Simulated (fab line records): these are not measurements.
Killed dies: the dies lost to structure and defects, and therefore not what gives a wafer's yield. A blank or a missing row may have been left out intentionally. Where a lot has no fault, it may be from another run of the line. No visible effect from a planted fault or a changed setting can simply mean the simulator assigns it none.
Chamber matching    flow n5 finfet    N5_BEOL_M3_ETCH_70 on rie diel-02 has 4 sister chambers
The step etches SOC in N2/H2, target depth 80 nm, overetch 16 nm, time 120 s. 20 wafers are shown with their chamber, then 10 later ones without.

EACH WAFER AND ITS CHAMBER
wafer   chamber  showerhead plenum p Torr (Torr)  drypump motor current A (A)  throttle valve pct (%)
L075.2  0        2.55                             6.5                          18.11
L075.3  3        2.46                             6.6                          18.09
L075.5  0        2.55                             6.5                          18.11
L083.1  1        2.63                             5.7                          17.89
L083.4  2        2.52                             5.8                          17.91
L083.5  0        2.55                             6.6                          18.11
L082.1  0        2.54                             6.6                          18.14
L082.2  1        2.63                             5.7                          17.90
L082.4  3        2.45                             6.5                          18.12
L085.1  3        2.45                             6.5                          18.11
L085.2  0        2.54                             6.5                          18.13
L085.6  0        2.54                             6.6                          18.14
L090.1  2        2.51                             5.9                          17.94
L090.2  0        2.54                             6.5                          18.13
L090.4  3        2.45                             6.5                          18.13
L091.2  1        2.63                             5.7                          17.92
L091.4  2        2.51                             5.8                          17.95
L091.5  1        2.63                             5.7                          17.92
L088.1  2        2.51                             5.8                          17.94
L088.3  3        2.45                             6.6                          18.13

SIGNATURES (means of the wafers above)
reading                   chamber 0  chamber 1  chamber 2  chamber 3  scatter within a chamber
showerhead plenum p Torr  2.5443     2.6300     2.5125     2.4520     0.00452
drypump motor current A   6.543      5.700      5.825      6.540      0.0479
throttle valve pct        18.1243    17.9075    17.9350    18.1160    0.0155
Rule: distance of a wafer from a chamber = root of the sum over the readings of ((wafer's reading minus chamber's mean) / reading's scatter) squared. The wafer belongs to the nearest chamber; if the next one is less than 2 further off, it can't be placed. The scatter: the root of (the sum of the squares of (reading less its chamber's mean) over the shown wafers, divided by (wafers less chambers)).

WAFERS WITHOUT THEIR CHAMBER
wafer   showerhead plenum p Torr (Torr)  drypump motor current A (A)  throttle valve pct (%)
L088.5  2.54                             6.5                          18.14
L092.1  2.63                             5.7                          17.92
L092.2  2.51                             5.9                          17.95
L092.3  2.54                             6.6                          18.15
L094.2  2.53                             6.6                          18.17
L094.3  2.62                             5.7                          17.95
L094.4  2.44                             6.5                          18.16
L095.3  2.44                             6.5                          18.18
L095.4  2.62                             5.7                          17.94
L095.5  2.44                             6.5                          18.16

CHAMBER TAKEN BY EACH
wafer   from the rows above  in truth
L088.5  0                    0
L092.1  1                    1
L092.2  2                    2
L092.3  0                    0
L094.2  0                    0
L094.3  1                    1
L094.4  3                    3
L095.3  3                    3
L095.4  1                    1
L095.5  3                    3
Correctly placed: 10 of 10. Number that these rows cannot place: 0. 0 placed wrongly.
